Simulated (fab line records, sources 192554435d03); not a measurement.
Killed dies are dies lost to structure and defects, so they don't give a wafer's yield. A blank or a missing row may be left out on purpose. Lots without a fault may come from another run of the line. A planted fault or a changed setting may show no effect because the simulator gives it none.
fab line records | flow n5_finfet
record lots=7 wafers=39
route steps=1938 shown PMOS_HMC_CHANNEL_EPI@78 FIN_SAQP@94 SD_EPI_N@293 HKMG_FIN@444
start_h: hours from the record's first day to the start of the lot's first wafer shown | wait_h: hours since the lot's step before | " the same as in the row above | L1.1+2: a row that stands for several wafers | - no value, or no start given | * or withheld: withheld | < > ~ a bound
route shown NAME@n: a module of which the file shows steps, and the number in the route of the first | usual: mean/standard deviation of fault-free wafers | same: alike in all rows | chamber/n: place in a boat | sites: the reading at each site | _std_site: their standard deviation | _edge_site: outer sites' mean less inner sites' | radius_mm: how far each site lies from the wafer's centre | mask NAME#n: copy n | behind: the tool/chamber that last shaped the wafer | hold: why the lot was held/for how many hours/how that ended | device: the transistor (n, p or np) that didn't switch | end of line: the same wafers' tests at the end of the route | a step without rows: its recipe alone | killed: dies lost to structure and defects at the first sort, not the wafer's yield | map: a wafer's dies, x killed, . not, _ none there
set.NAME: the setting as run; set.NAME@STEP: as run at that earlier step | model.NAME: the simulator's own value behind a step, which no gauge read
lots whose settings were changed on purpose; a table a step, a row a wafer
## steps
# step N5_PMOS_HMC_CHANNEL_EPI_EPI_20
# recipe material=SiGe30 mask_material=SiO2 pressure_torr=20 target_thk_a=590 temp_c=600
# columns lot.wafer tool chamber start_h wait_h set.temp_c model.SiGe30_of_PMOS_HMC_CHANNEL_EPI_EPI_20.thk_nm
L076.1 epi_rpcvd-04 0 30.32 0.0 600 59.43
L076.2 " 0 " " 593.1 52.35
L076.3 " 0 " " 593.1 51.6
L076.4 " 0 " " 600 58.91
L076.5 " 0 " " 593.1 51.79
L076.6 " 0 " " 600 58.46
L077.1 epi_rpcvd-03 0 35.76 0.0 600 58.93
L077.2 " 0 " " 597.1 56.84
L077.3 " 0 " " 597.1 55.79
L077.4 " 0 " " 600 58.92
L077.5 " 0 " " 597.1 55.48
L077.6 " 0 " " 600 59.5
L084.1 epi_rpcvd-02 0 78.89 0.0 600 59.31
L084.2 " 0 " " 600 58.73
L084.3 " 0 " " 603.4 62.15
L084.4 " 0 " " 603.4 62.7
L084.5 " 0 " " 603.4 62.78
L084.6 " 0 " " 600 58.69
L087.1 epi_rpcvd-04 0 95.97 0.0 600 59.67
L087.2 " 0 " " 600 59.84
L087.3 " 0 " " 600 59.47
L087.4 " 0 " " 600 59.89
L087.5 " 0 " " 600 59.86
L087.6 " 0 " " 600 59.39
L090.1 epi_rpcvd-04 0 114.29 0.0 603.9 63.79
L090.2 " 0 " " 603.9 64.02
L090.3 " 0 " " 600 59.35
L090.4 " 0 " " 603.9 62.81
L090.5 " 0 " " 600 60.2
L090.6 " 0 " " 600 59.29
L091.2 epi_rpcvd-02 0 121.43 0.2 600 60.39
L091.4 " 0 " " 600 59.67
L091.5 " 0 " " 600 60.31
L093.1 epi_rpcvd-03 0 135.18 0.0 600 58.78
L093.2 " 0 " " 606.2 65.74
L093.3 " 0 " " 606.2 66.24
L093.4 " 0 " " 606.2 66.02
L093.5 " 0 " " 600 59.19
L093.6 " 0 " " 600 58.93
# step N5_FIN_SAQP_ALD_61
# recipe material=SiO2 target_thk_a=40 temp_c=300 ald_precursor_family=BDEAS ald_co_reactant=O2-plasma pulse_time_s=1 purge_time_s=2 co_reactant_purge_time_s=2 ald_cycles=43 pressure_torr=2
# columns lot.wafer tool chamber start_h wait_h set.ald_cycles model.SiO2_of_FIN_SAQP_ALD_61.thk_nm
L076.1 ald_sin-03 2 32.55 0.0 50 4.659
L076.2 " 1 " " 43 4.003
L076.3 " 3 " " 50 4.655
L076.4 " 0 " " 50 4.647
L076.5 " 0 " " 43 3.998
L076.6 " 1 " " 43 3.994
L077.1 ald_sin-02 1 38.01 0.0 43 4.004
L077.2 " 3 " " 43 3.963
L077.3 " 2 " " 45 4.174
L077.4 " 0 " " 43 3.978
L077.5 " 1 " " 45 4.188
L077.6 " 2 " " 45 4.171
L084.1 ald_sin-04 0 81.39 0.3 50 4.69
L084.2+5 " 2,3 " " 50 4.685
L084.3 " 1 " " 43 4.04
L084.4 " 3 " " 43 4.018
L084.6 " 0 " " 43 4.027
L087.1 ald_sin-02 3 99.84 1.7 47 4.358
L087.2 " 1 " " 43 3.979
L087.3 " 2 " " 47 4.348
L087.4 " 0 " " 47 4.361
L087.5 " 2 " " 43 3.978
L087.6 " 1 " " 43 3.982
L090.1 ald_sin-04 0 116.55 0.0 45 4.199
L090.2 " 1 " " 45 4.201
L090.3 " 2 " " 43 4.017
L090.4 " 3 " " 43 4.029
L090.5 " 3 " " 43 3.999
L090.6 " 2 " " 45 4.208
L091.2 ald_sin-02 2 123.57 0.0 43 4.017
L091.4 " 0 " " 43 4.047
L091.5 " 1 " " 43 4.014
L093.1 ald_sin-02 3 137.41 0.0 43 3.97
L093.2 " 2 " " 43 3.998
L093.3 " 0 " " 48 4.479
L093.4 " 1 " " 48 4.445
L093.5 " 1 " " 43 3.988
L093.6 " 2 " " 48 4.456
# step N5_FIN_SAQP_HM_DEP_72
# recipe material=SiO2 target_thk_a=120 temp_c=400 precursor=SiH4/N2O pressure_torr=0.75 rf_w=275 time_s=7.2
# columns lot.wafer tool chamber start_h wait_h set.target_thk_a model.SiO2_of_FIN_SAQP_HM_DEP_72.thk_nm
L076.1 pecvd-04 0 33.30 0.0 120 11.84
L076.2+3 " 2,1 " " 120 12.1
L076.4 " 2 " " 120 12.28
L076.5 " 0 " " 120 12
L076.6 " 1 " " 120 12.05
L077.1 pecvd-02 0 38.82 0.0 120 11.92
L077.2 " 2 " " 120 11.78
L077.3 " 1 " " 109.7 10.73
L077.4 " 2 " " 109.7 11.01
L077.5 " 0 " " 120 11.9
L077.6 " 1 " " 109.7 10.85
L084.1 pecvd-02 0 82.15 0.0 108.9 10.92
L084.2 " 2 " " 120 11.89
L084.3 " 1 " " 108.9 10.68
L084.4 " 0 " " 108.9 10.99
L084.5 " 2 " " 120 12.4
L084.6 " 1 " " 120 12.06
L087.1+4 pecvd-04 2,0 100.59 0.0 120 12.06
L087.2 " 0 " " 120 11.91
L087.3 " 1 " " 120 11.98
L087.5 " 1 " " 120 12.15
L087.6 " 2 " " 120 12.24
L090.1 pecvd-01 0 117.30 0.0 129 12.8
L090.2 " 2 " " 120 11.83
L090.3 " 1 " " 129 12.82
L090.4 " 0 " " 120 11.96
L090.5 " 2 " " 120 11.92
L090.6 " 1 " " 129 12.89
L091.2 pecvd-04 0 124.32 0.0 120 11.72
L091.4 " 2 " " 120 11.96
L091.5 " 1 " " 120 12.07
L093.1 pecvd-04 1 138.21 0.0 120 12.03
L093.2 " 0 " " 120 11.77
L093.3 " 2 " " 120 11.96
L093.4 " 1 " " 120 12.11
L093.5 " 0 " " 120 12.02
L093.6 " 2 " " 120 12.19
# step N5_FIN_SAQP_COAT_49
# recipe resist=SOC temp_c=250 time_s=60 spin_rpm=1500 resist_thk_nm=100
# step N5_FIN_SAQP_COAT_50
# recipe resist=SiARC temp_c=220 time_s=60 spin_rpm=1500 resist_thk_nm=35
# step N5_FIN_SAQP_ETCH_52
# recipe chemistry=N2/H2 target=SOC target_depth_a=1000 overetch_a=200 mask_material=SiARC temp_c=40 time_s=150 ion_energy_ev=200 pressure_mtorr=30 source_w=840 bias_w=150 n2_flow_sccm=200 h2_flow_sccm=200 ends=end_point
# step N5_FIN_SAQP_STRIP_53
# recipe chemistry=N2/H2 temp_c=40 n2_flow_sccm=200 h2_flow_sccm=200 rf_frequency_hz=6e+07
# step N5_FIN_SAQP_HM_OPEN_73
# recipe chemistry=CHF3/O2 target=SiO2 stop_on=a-Si target_depth_a=120 over_etch_frac=1.8 mask_material=SOC time_s=16.8 pressure_mtorr=30 source_w=650 bias_w=170 Ar_flow_sccm=200 CHF3_flow_sccm=50 O2_flow_sccm=5 ion_energy_ev=200 ends=end_point
# columns lot.wafer tool chamber start_h wait_h set.target_thk_a@FIN_SAQP_HM_DEP_72 model.etch.depth_nm
L076.1 rie_diel-03 1 34.04 0.0 120 11.84
L076.2+3 " 2,3 " " 120 12.1
L076.4 " 1 " " 120 12.28
L076.5 " 3 " " 120 12
L076.6 " 2 " " 120 12.05
L077.1 rie_diel-04 0 39.56 0.0 120 11.92
L077.2 " 2 " " 120 11.78
L077.3 " 1 " " 109.7 10.73
L077.4 " 3 " " 109.7 11.01
L077.5 " 2 " " 120 11.9
L077.6 " 1 " " 109.7 10.85
L084.1 rie_diel-04 2 82.77 0.0 108.9 10.92
L084.2 " 3 " " 120 11.89
L084.3 " 1 " " 108.9 10.68
L084.4 " 0 " " 108.9 10.99
L084.5 " 2 " " 120 12.4
L084.6 " 1 " " 120 12.06
L087.1+4 rie_diel-01 3,0 101.21 0.0 120 12.06
L087.2 " 1 " " 120 11.91
L087.3 " 2 " " 120 11.98
L087.5 " 0 " " 120 12.15
L087.6 " 1 " " 120 12.24
L090.1 rie_diel-04 1 118.42 0.0 129 12.8
L090.2 " 0 " " 120 11.83
L090.3 " 3 " " 129 12.82
L090.4 " 2 " " 120 11.96
L090.5 " 2 " " 120 11.92
L090.6 " 3 " " 129 12.89
L091.2 rie_diel-01 1 125.98 0.0 120 11.72
L091.4 " 2 " " 120 11.96
L091.5 " 2 " " 120 12.07
L093.1 rie_diel-01 3 139.11 0.0 120 12.03
L093.2 " 1 " " 120 11.77
L093.3 " 0 " " 120 11.96
L093.4 " 2 " " 120 12.11
L093.5 " 3 " " 120 12.02
L093.6 " 2 " " 120 12.19
# step N5_SD_EPI_N_LINER_46
# recipe material=SiNx target_thk_a=30 temp_c=400 ald_precursor_family=SiH2I2 ald_co_reactant=N2/H2-plasma pressure_torr=2
# columns lot.wafer tool chamber start_h wait_h set.target_thk_a model.SiNx_of_SD_EPI_N_LINER_46.thk_nm
L076.1+2+6 ald_sin-03 0,3,3 66.10 0.2 27.79 2.8
L076.3+4+5 " 1,0,1 " " 30 3
L077.1+3+5 ald_sin-02 3,2,3 69.94 0.3 26.27 2.6
L077.2+4+6 " 1,0,2 " " 30 3
L084.1+4+6 ald_sin-04 3,0,0 114.50 0.3 28.46 2.8
L084.2+3+5 " 2,1,1 " " 30 3
L087.1+2+5 ald_sin-04 2,0,1 132.65 0.2 30 3
L087.3+4+6 " 3,1,2 " " 25.35 2.6
L090.1 ald_sin-02 0 151.80 0.2 26.84 2.8
L090.2+3+4 " 2,1,3 " " 30 3
L090.5+6 " 3,2 " " 26.84 2.6
L091.2+4+5 ald_sin-03 1,0,2 155.89 0.1 30 3
L093.1+2+3+4+5+6 ald_sin-02 1,2,0,3,3,2 170.22 0.2 30 3
# step N5_HKMG_FIN_ETCH_86
# recipe chemistry=N2/H2 target=SOC target_depth_a=3932 stop_on=TiN ion_energy_ev=100 bias_w=61 pressure_mtorr=30 source_w=850 n2_flow_sccm=200 h2_flow_sccm=200
# columns lot.wafer tool chamber start_h wait_h set.target_depth_a model.SOC_of_HKMG_FIN_COAT_85.thk_nm
L076.1 rie_diel-03 3 90.40 - 3932 21.2
L076.2 " 2 " " 3932 18
L076.3 " 1 " " 3932 21
L076.4+6 " 0 " " 4078 8.6
L076.5 " 1 " " 4078 10.8
L077.1 rie_diel-01 1 92.31 - 3625 36.4
L077.2 " 3 " " 3625 44.6
L077.3 " 0 " " 3932 16.8
L077.4 " 2 " " 3932 16.6
L077.5 " 3 " " 3932 23
L077.6 " 0 " " 3625 39.2
L084.1 rie_diel-03 1 140.71 - 3558 47.8
L084.2 " 0 " " 3558 41.6
L084.3 " 2 " " 3558 44.8
L084.4+6 " 3,1 " " 3932 21.4
L084.5 " 2 " " 3932 18.2
L087.1+4 rie_diel-01 2 155.68 - 3932 18
L087.2 " 1 " " 3932 14.8
L087.3+5+6 " 0,0,1 " " 4258 8.6
L090.1 rie_diel-04 2 174.81 - 3932 20.2
L090.2+5 " 3 " " 3932 15.2
L090.3 " 1 " " 3759 32
L090.4 " 0 " " 3759 28.4
L090.6 " 2 " " 3759 32.6
L091.2 rie_diel-04 3 179.39 - 3932 15.2
L091.4 " 1 " " 3932 19.6
L091.5 " 0 " " 3932 15.8
L093.1 rie_diel-01 2 194.41 - 3740 32.6
L093.2 " 3 " " 3740 27.4
L093.3 " 1 " " 3932 15.2
L093.4 " 0 " " 3740 32
L093.5 " 1 " " 3932 15.4
L093.6 " 0 " " 3932 18.2
## key
split step=N5_PMOS_HMC_CHANNEL_EPI_EPI_20 setting=temp_c stated=600 by=wafer
response step=N5_PMOS_HMC_CHANNEL_EPI_EPI_20 reading=model.SiGe30_of_PMOS_HMC_CHANNEL_EPI_EPI_20.thk_nm change=+6.37 per=1% r=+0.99
split step=N5_FIN_SAQP_ALD_61 setting=ald_cycles stated=43 by=wafer
response step=N5_FIN_SAQP_ALD_61 reading=model.SiO2_of_FIN_SAQP_ALD_61.thk_nm change=+0.0405 per=1% r=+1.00
split step=N5_FIN_SAQP_HM_DEP_72 setting=target_thk_a stated=120 by=wafer
response step=N5_FIN_SAQP_HM_DEP_72 reading=model.SiO2_of_FIN_SAQP_HM_DEP_72.thk_nm change=+0.126 per=1% r=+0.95
response step=N5_FIN_SAQP_HM_OPEN_73 reading=model.etch.depth_nm change=+0.126 per=1% r=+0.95
split step=N5_SD_EPI_N_LINER_46 setting=target_thk_a stated=30 by=wafer
response step=N5_SD_EPI_N_LINER_46 reading=model.SiNx_of_SD_EPI_N_LINER_46.thk_nm change=+0.0293 per=1% r=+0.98
split step=N5_HKMG_FIN_ETCH_86 setting=target_depth_a stated=3932 by=wafer
response step=N5_HKMG_FIN_ETCH_86 reading=model.SOC_of_HKMG_FIN_COAT_85.thk_nm change=-2.31 per=1% r=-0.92
